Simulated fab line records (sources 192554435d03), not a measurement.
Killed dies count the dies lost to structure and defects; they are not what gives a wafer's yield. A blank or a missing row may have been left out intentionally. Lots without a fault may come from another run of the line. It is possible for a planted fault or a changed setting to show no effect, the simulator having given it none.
Struck lot and sound lot, side by side | flow n5Finfet | 26 out of 1938 route steps
Sound: these wafers, L581.1, L581.3, L581.5. The struck wafers were L591.1, L591.3, L591.4. The cause is given at the end.
For every step that has rows: the tool of each side, followed by ch and its chambers, followed by its first start. Under that, the readings that differ: sound wafers | struck wafers | difference of the means | sigmas: that difference in standard deviations of wafers without a fault.
alike: readings with means less than 2 such deviations apart, plus words and numbers identical on both sides. not compared: withheld readings, readings lacking a value on some wafer, bounds such as >300 that could conceal the same value, and numbers that have no deviation in the record and whose values overlap.
Wherever a step has rows on one side only, a row that says differs or no value, or a row with sigmas, the two part there. Numbers that have no deviation but don't overlap get no sigmas and don't part them. A reading missing from all wafers of one side parts the sides only when that side holds two or more wafers.

first, 8 steps without rows for these wafers: N5_BEOL_M9_DEVELOP_10 (develop time 30 s); N5_BEOL_M9_DESCUM_16 (chemistry O2, time 7.9 s); N5_BEOL_M9_ETCH_61 (etches SiARC in CF4, target depth 39 nm, time 65 s); N5_BEOL_M9_ETCH_62 (etches SOC in N2/H2, target depth 110 nm, overetch 22 nm, time 165 s); N5_BEOL_M9_STRIP_68 (strips in N2/H2); N5_BEOL_M9_STRIP_67 (strips in CF4); N5_BEOL_M9_HM_OPEN_17 (chemistry Cl2/BCl3, target TiN, target depth 20 nm, overetch 6 nm); N5_BEOL_M9_STRIP_19 (strips in O2).
N5_BEOL_M9_COAT_63: time 60 s, resist thk 60 nm.
  sound on lithoTrack-03 ch 0, day 10 23:07; struck on lithoTrack-03 ch 0, day 13 09:39
reading                                 | sound                | struck            | difference | sigmas
spinSpeedRpm (rpm)                      | 1500.8 1499.3 1500.2 | 698.1 698.0 699.1 | -801.7     | -99 or more
model.SOC_of_BEOL_M9_COAT_63.thkNm (nm) | 60.2 59.8 60         | 88.4 88.4 88.4    | +28.4      | 
  alike: chillPlateTempC
then, 11 steps without rows for these wafers: N5_BEOL_M9_COAT_64 (time 60 s, resist thk 12 nm); N5_BEOL_M9_COAT_75 (time 60 s, resist thk 5 nm); N5_BEOL_M9_COAT_22 (resist thk 30 nm); N5_BEOL_M9_EBR_24; N5_BEOL_M9_SOFTBAKE_23 (time 60 s); N5_BEOL_M9_EXPOSE_25 (exposes mask V8); N5_BEOL_M9_PEB_26 (peb time 60 s); N5_BEOL_M9_DEVELOP_27 (develop time 30 s); N5_BEOL_M9_DESCUM_33 (chemistry O2, time 7 s); N5_BEOL_M9_ETCH_76 (etches underlayer in N2/H2, target depth 6.5 nm, time 5.2 s); N5_BEOL_M9_ETCH_65 (etches SiARC in CF4, target depth 15.6 nm, time 26 s).
N5_BEOL_M9_ETCH_66: etches SOC in N2/H2, target depth 80 nm, overetch 16 nm, time 120 s.
  sound on rieDiel-05 ch 1,3, day 10 23:39; struck on rieDiel-03 ch 0,2,3, day 13 10:07
reading                 | sound            | struck           | difference | sigmas
oesProductAu (a.u.)     | 0.65 0.62 0.63   | 0.86 0.70 0.84   | +0.17      | +3
model.etch.depthNm (nm) | 60.11 59.83 59.9 | 88.3 88.35 88.38 | +28.4      | 
  alike: drypumpMotorCurrentA, rfVppV, showerheadPlenumPTorr, throttleValvePct
  not compared: rfHoursCounterH
then, 2 steps without rows for these wafers: N5_BEOL_M9_STRIP_69 (strips in N2/H2); N5_BEOL_M9_STRIP_77 (strips in N2/H2).
N5_BEOL_M9_VIA_ETCH_34: etches SiCOH lowk in C4F6/O2, target depth 182.4 nm, time 68.4 s.
  sound on rieDiel-05 ch 1,3, day 10 23:45; struck on rieDiel-03 ch 0,2,3, day 13 10:13
reading                                 | sound          | struck         | difference | sigmas
model.SOC_of_BEOL_M9_COAT_63.thkNm (nm) | 51.2 50.4 50.6 | 78.8 79.4 79.2 | +28.4      | 
  alike: drypumpMotorCurrentA, oes_ar_750_au, oesProductAu, rfVppV, showerheadPlenumPTorr, throttleValvePct
  not compared: rfHoursCounterH
then, 2 steps without rows for these wafers: N5_BEOL_M9_STRIP_73 (strips in C4F6/O2); N5_PASSIVATION_PROBE_49.

WHERE THEY PART
First at N5_BEOL_M9_COAT_63; last, within this record, at N5_BEOL_M9_ETCH_66. Later steps at which nothing parts them and some readings are alike: N5_BEOL_M9_VIA_ETCH_34.

WHY: what had been put in by the simulator
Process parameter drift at N5_BEOL_M9_COAT_63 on lithoTrack-03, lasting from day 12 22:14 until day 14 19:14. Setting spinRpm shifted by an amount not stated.
